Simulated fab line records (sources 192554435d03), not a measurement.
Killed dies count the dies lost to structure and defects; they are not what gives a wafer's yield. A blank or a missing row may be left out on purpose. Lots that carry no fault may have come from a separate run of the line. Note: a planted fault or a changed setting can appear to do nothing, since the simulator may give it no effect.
Which tool did it? / flow n5Finfet / 25 wafers from 10 lots sampled at 3 of the route's 1938 steps

== WHAT THE GAUGES READ, wafer by wafer ==
N5_BEOL_M4_CD_MEAS_11: the cd target is 16.79 nm.
lot=L549; measured=day 7 12:03; on=cdSem-01; cdNm (nm)=16.81 16.79
lot=L556; measured=day 9 10:16; on=cdSem-03; cdNm (nm)=16.68 16.62
lot=L557; measured=day 9 21:19; on=cdSem-02; cdNm (nm)=16.66 16.71
lot=L558; measured=day 10 06:25; on=cdSem-01; cdNm (nm)=16.52 16.44 16.67
lot=L560; measured=day 10 11:03; on=cdSem-02; cdNm (nm)=16.30 16.45
lot=L563; measured=day 10 22:02; on=cdSem-02; cdNm (nm)=16.59 16.78 17.03
lot=L564; measured=day 11 22:13; on=cdSem-03; cdNm (nm)=16.78 16.60 16.91
lot=L565; measured=day 12 02:10; on=cdSem-02; cdNm (nm)=11.82 11.36 11.87
lot=L569; measured=day 13 00:42; on=cdSem-01; cdNm (nm)=16.64 16.97
lot=L572; measured=day 13 13:35; on=cdSem-02; cdNm (nm)=16.84 17.30 17.09

== WHICH TOOL RAN EACH LOT (tool, then ch and the chambers of the sampled wafers, then the start) ==
lot=L549; N5_BEOL_M4_HM_DEP_02=pvdSputter-01, day 7 11:40; N5_BEOL_M4_EXPOSE_08=euvScanner-01 ch 0, day 7 11:55
lot=L556; N5_BEOL_M4_HM_DEP_02=pvdSputter-01, day 9 09:44; N5_BEOL_M4_EXPOSE_08=euvScanner-02 ch 0, day 9 10:09
lot=L557; N5_BEOL_M4_HM_DEP_02=pvdSputter-03, day 9 20:55; N5_BEOL_M4_EXPOSE_08=euvScanner-02 ch 0, day 9 21:11
lot=L558; N5_BEOL_M4_HM_DEP_02=pvdSputter-02, day 10 06:01; N5_BEOL_M4_EXPOSE_08=euvScanner-02 ch 0, day 10 06:18
lot=L560; N5_BEOL_M4_HM_DEP_02=pvdSputter-01, day 10 10:40; N5_BEOL_M4_EXPOSE_08=euvScanner-02 ch 0, day 10 10:56
lot=L563; N5_BEOL_M4_HM_DEP_02=pvdSputter-03, day 10 21:38; N5_BEOL_M4_EXPOSE_08=euvScanner-02 ch 0, day 10 21:54
lot=L564; N5_BEOL_M4_HM_DEP_02=pvdSputter-02, day 11 21:49; N5_BEOL_M4_EXPOSE_08=euvScanner-02 ch 0, day 11 22:05
lot=L565; N5_BEOL_M4_HM_DEP_02=pvdSputter-03, day 12 01:38; N5_BEOL_M4_EXPOSE_08=euvScanner-02 ch 0, day 12 02:02
lot=L569; N5_BEOL_M4_HM_DEP_02=pvdSputter-02, day 13 00:11; N5_BEOL_M4_EXPOSE_08=euvScanner-01 ch 0, day 13 00:35
lot=L572; N5_BEOL_M4_HM_DEP_02=pvdSputter-03, day 13 13:04; N5_BEOL_M4_EXPOSE_08=euvScanner-01 ch 0, day 13 13:27
- N5_BEOL_M4_HM_DEP_02: deposits TiN, target thk 20 nm.
- N5_BEOL_M4_EXPOSE_08: exposes mask M4.

== THE ANSWER, worked out from the rows above alone ==
Rule: what is usual is taken from the lots themselves. Put in order of their means at a reading, lots are off if they are a third of the lots or fewer, leave a main group of 4 or more, and stand apart from it by a gap of 3 or more times the standard deviation of the main group's means; of several such gaps the widest counts. A main group whose means are all the same, to the digits that the tables above print for the reading, isn't used. A lot without any number at a reading at which 4 lots or more have one is off too. Where the step has rows for the other lots, those lots are counted as sound.
Off at N5_BEOL_M4_CD_MEAS_11 (cdNm): L565. Mean 16.72 nm and standard deviation 0.18 in the main group.
A tool fits if, at a process step before that reading, it ran every lot that is off, and no sound lot after the first of them. Those tools and the gauges at N5_BEOL_M4_CD_MEAS_11 are tried in the same way. One candidate fits, namely euvScanner-02 at N5_BEOL_M4_EXPOSE_08. Its last sound lot is L564 (day 11 22:05), its first lot that is off L565 (day 12 02:02): a fault that began between those two fits.

== WHAT THE SIMULATOR PUT IN ==
Process parameter drift: euvScanner-02, from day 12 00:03 on, at N5_BEOL_M4_EXPOSE_08. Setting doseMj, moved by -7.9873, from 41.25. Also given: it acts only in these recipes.
Lots struck among those shown: L565. This agrees with what the rule above found.
